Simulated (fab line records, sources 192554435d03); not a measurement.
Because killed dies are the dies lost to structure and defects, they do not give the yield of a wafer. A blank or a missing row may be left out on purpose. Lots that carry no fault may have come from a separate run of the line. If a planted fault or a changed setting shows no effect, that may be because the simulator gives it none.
Split-lot experiment ; flow n5_finfet ; on a route of 1938 steps: 7 lots, 39 wafers read

== ON THE SPLIT ==
At N5_BEOL_M9_ETCH_66 (etches SOC in N2/H2, target depth 80 nm, overetch 16 nm, time 120 s), the setting time_s was moved away from the recipe's 120 s on 15 of the 39 wafers read, by +22.9% to +59.5%. The other wafers ran this setting at the recipe's value.

The reading comes from the split's own step.

== THE READING ==
SiARC_of_BEOL_M9_COAT_64.thk_nm (the simulator's own value, which no gauge read), in nm, at N5_BEOL_M9_ETCH_66 (etches SOC in N2/H2, target depth 80 nm, overetch 16 nm, time 120 s). The file gives no usual value for it. The 24 wafers here that ran the recipe average 6.4 nm, standard deviation 0.21 nm.

wafer;tool, chamber at the split;time_s as run, s;against the recipe;SiARC_of_BEOL_M9_COAT_64.thk_nm, nm;against lot-mates on the recipe
L074.1;rie_diel-02, 3;120;recipe;6.4;-
L074.6;rie_diel-02, 3;120;recipe;6.4;-
L074.2;rie_diel-02, 1;178.9;+49.1%;3.6;-2.9
L074.4;rie_diel-02, 1;178.9;+49.1%;3.6;-2.9
L074.3;rie_diel-02, 2;178.9;+49.1%;4;-2.5
L074.5;rie_diel-02, 2;120;recipe;6.6;-
L079.2;rie_diel-01, 3,2;120;recipe;6.6;-
L079.5;rie_diel-01, 3,2;120;recipe;6.6;-
L079.6;rie_diel-01, 1;120;recipe;6;-
L086.1;rie_diel-01, 1;120;recipe;6;-
L086.2;rie_diel-01, 0;120;recipe;6.2;-
L086.3;rie_diel-01, 3,2,2,3;120;recipe;6.6;-
L086.4;rie_diel-01, 3,2,2,3;120;recipe;6.6;-
L086.5;rie_diel-01, 3,2,2,3;120;recipe;6.6;-
L086.6;rie_diel-01, 3,2,2,3;120;recipe;6.6;-
L092.1;rie_diel-02, 0,2;120;recipe;6.6;-
L092.3;rie_diel-02, 0,2;120;recipe;6.6;-
L092.2;rie_diel-02, 3;120;recipe;6.4;-
L092.4;rie_diel-02, 1,3;178.2;+48.5%;3.8;-2.7
L092.5;rie_diel-02, 1,3;178.2;+48.5%;3.8;-2.7
L092.6;rie_diel-02, 0;178.2;+48.5%;4;-2.5
L091.1;rie_diel-01, 3;120;recipe;6.6;-
L091.2;rie_diel-01, 1;191.4;+59.5%;2.4;-3.9
L091.3;rie_diel-01, 2;191.4;+59.5%;3.4;-2.9
L091.4;rie_diel-01, 0;120;recipe;6.2;-
L091.5;rie_diel-01, 0;191.4;+59.5%;3;-3.3
L091.6;rie_diel-01, 1;120;recipe;6;-
L090.1;rie_diel-04, 1,2,2;163.1;+35.9%;4.2;-2.1
L090.2;rie_diel-04, 1,2,2;163.1;+35.9%;4.2;-2.1
L090.4;rie_diel-04, 1,2,2;163.1;+35.9%;4.2;-2.1
L090.3;rie_diel-04, 0;120;recipe;6.2;-
L090.5;rie_diel-04, 1,0;120;recipe;6.4;-
L090.6;rie_diel-04, 1,0;120;recipe;6.4;-
L093.1;rie_diel-02, 0;147.5;+22.9%;5.4;-1.1
L093.2;rie_diel-02, 1;120;recipe;6.4;-
L093.5;rie_diel-02, 1;120;recipe;6.4;-
L093.3;rie_diel-02, 3;147.5;+22.9%;5.2;-1.3
L093.6;rie_diel-02, 3;147.5;+22.9%;5.2;-1.3
L093.4;rie_diel-02, 0;120;recipe;6.6;-
Where a row lists several chambers, the file gives one row for several wafers and doesn't say which wafer went through which chamber.

THE FIT
A straight line over all 39 wafers: SiARC_of_BEOL_M9_COAT_64.thk_nm changes by -0.0563 nm for each +1% of time_s; r = -0.98; the points scatter about the line by 0.23 nm.
The same after taking each lot's own level away (the mean of its wafers on the recipe; 39 wafers): -0.056 nm for each +1%; r = -0.99; scatter 0.21 nm.
According to that fit, moving time_s by its largest amount changes the reading by 3.3 nm.
From 6.27 to 6.53 nm: that is the span of the lots' own levels, equal to 1.3 times the standard deviation above.
So the lot-to-lot level changes the slope little: the two slopes agree.
Check: -3.26 nm against its lot-mates is what the line predicts for one of the wafers moved furthest among these (+59.5%) when that wafer is left out of the fit. It came out at -3.87 nm against them.

== THESE WAFERS: OTHER SPLITS ==
Before the reading, these wafers also passed through other splits. Each is held against what the fit with the lots' levels taken away leaves over:
other split on the same wafers;wafers away from the commonest value;r with SiARC_of_BEOL_M9_COAT_64.thk_nm (lot level and that fit taken away)
N5_BEOL_M7_ILD_DEP_00 time_s;15;-0.02

== FILE'S OWN FIT ==
SiARC_of_BEOL_M9_COAT_64.thk_nm changes by -0.0559 nm for each +1% of time_s, r = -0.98.
